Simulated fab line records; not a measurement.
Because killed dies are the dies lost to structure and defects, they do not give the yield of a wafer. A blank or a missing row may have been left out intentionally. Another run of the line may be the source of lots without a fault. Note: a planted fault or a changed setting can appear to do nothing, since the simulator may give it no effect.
Split-lot study + flow n5_finfet + 7 lots, 21 wafers read, on a route of 1938 steps

ABOUT THE SPLIT
At N5_BEOL_M7_ETCH_66 (etches SOC in N2/H2, target depth 80 nm, overetch 16 nm, time 120 s), the setting bias_w was moved away from the recipe's 150 W on 5 of the 21 wafers read, by -17.3% to -6.9%. This setting was run at the recipe's value on the other wafers.

Reading taken at the split's own step.

THE READING
rf_vpp_V, in V, at N5_BEOL_M7_ETCH_66 (etches SOC in N2/H2, target depth 80 nm, overetch 16 nm, time 120 s). Fault-free wafers of this fab line usually give 525.2 V, standard deviation 1.9 V.

| wafer  | tool, chamber at the split | bias_w as run, W | against the recipe | rf_vpp_V, V | against lot-mates on the recipe |
|--------|----------------------------|------------------|--------------------|-------------|---------------------------------|
| L080.1 | rie_diel-02, 3             | 150              | recipe             | 527.9       | -                               |
| L080.4 | rie_diel-02, 2             | 150              | recipe             | 523.8       | -                               |
| L080.5 | rie_diel-02, 0             | 150              | recipe             | 526.7       | -                               |
| L083.3 | rie_diel-03, 3             | 150              | recipe             | 527.1       | -                               |
| L083.4 | rie_diel-03, 2             | 150              | recipe             | 523.1       | -                               |
| L083.6 | rie_diel-03, 2             | 150              | recipe             | 522.8       | -                               |
| L087.2 | rie_diel-03, 2             | 150              | recipe             | 522.2       | -                               |
| L087.3 | rie_diel-03, 3             | 150              | recipe             | 525.8       | -                               |
| L087.5 | rie_diel-03, 2             | 150              | recipe             | 522.6       | -                               |
| L091.2 | rie_diel-03, 2             | 150              | recipe             | 523.7       | -                               |
| L091.5 | rie_diel-03, 2             | 126.3            | -15.8%             | 469.6       | -54.1                           |
| L091.6 | rie_diel-03, 1             | 126.3            | -15.8%             | 470.5       | -53.2                           |
| L095.3 | rie_diel-02, 0             | 150              | recipe             | 525.9       | -                               |
| L095.4 | rie_diel-02, 3             | 150              | recipe             | 529.0       | -                               |
| L095.5 | rie_diel-02, 3             | 150              | recipe             | 527.4       | -                               |
| L096.1 | rie_diel-01, 3             | 150              | recipe             | 523.5       | -                               |
| L096.3 | rie_diel-01, 0             | 124              | -17.3%             | 466.6       | -58.4                           |
| L096.6 | rie_diel-01, 0             | 150              | recipe             | 526.4       | -                               |
| L097.4 | rie_diel-02, 1             | 139.6            | -6.9%              | 500.4       | -21.7                           |
| L097.5 | rie_diel-02, 2             | 150              | recipe             | 522.1       | -                               |
| L097.6 | rie_diel-02, 1             | 139.6            | -6.9%              | 499.1       | -23.0                           |

FIT RESULTS
A straight line over all 21 wafers: rf_vpp_V changes by +3.45 V for each +1% of bias_w; r = +1.00; the points scatter about the line by 2.1 V.
The same after taking each lot's own level away (the mean of its wafers on the recipe; 21 wafers): +3.37 V for each +1%; r = +1.00; scatter 1.5 V.
On that fit, the largest move of bias_w shifts the reading by 58 V.
The lots' own levels span 522.10 to 527.43 V, that is 2.8 times the standard deviation above.
The two slopes agree, so the slope changes little with the lot-to-lot level.
Check: for one of the wafers moved furthest among these (-17.3%), held out of the fit, the line's prediction against its lot-mates is -58.4 V. It came out at -58.4 V against them.
Tool readings at the split's step, against how far the setting was moved: rf_vpp_V r = +1.00.

ADDITIONAL SPLITS CARRIED BY THESE WAFERS
Note: prior to the reading, these wafers also went through further splits. Each is held against what the fit with the lots' levels taken away leaves over:
| other split on the same wafers | wafers away from the commonest value | r with rf_vpp_V (lot level and that fit taken away) |
|--------------------------------|--------------------------------------|-----------------------------------------------------|
| N5_BEOL_M5_ETCH_41 source_w    | 6                                    | -0.16                                               |
| N5_BEOL_M6_COAT_22 spin_rpm    | 4                                    | +0.38                                               |
| N5_BEOL_M6_EXPOSE_25 dose_mj   | 8                                    | +0.16                                               |
| N5_BEOL_M7_DESCUM_33 time_s    | 5                                    | -0.20                                               |

THE WHOLE CHAIN: every reading that the file lists as answering this split, in the file's order
| step               | what it does                                                        | reading                                                                          | change (the file's fit)                | r (the file's) |
|--------------------|---------------------------------------------------------------------|----------------------------------------------------------------------------------|----------------------------------------|----------------|
| N5_BEOL_M7_ETCH_66 | etches SOC in N2/H2, target depth 80 nm, overetch 16 nm, time 120 s | rf_vpp_V                                                                         | +3.37 V for each +1% of the setting    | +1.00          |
| N5_BEOL_M7_ETCH_66 | etches SOC in N2/H2, target depth 80 nm, overetch 16 nm, time 120 s | SiARC_of_BEOL_M7_COAT_64.thk_nm (the simulator's own value, which no gauge read) | -0.0659 nm for each +1% of the setting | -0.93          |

FILE'S OWN FIT
rf_vpp_V changes by +3.37 V for each +1% of bias_w, r = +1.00.
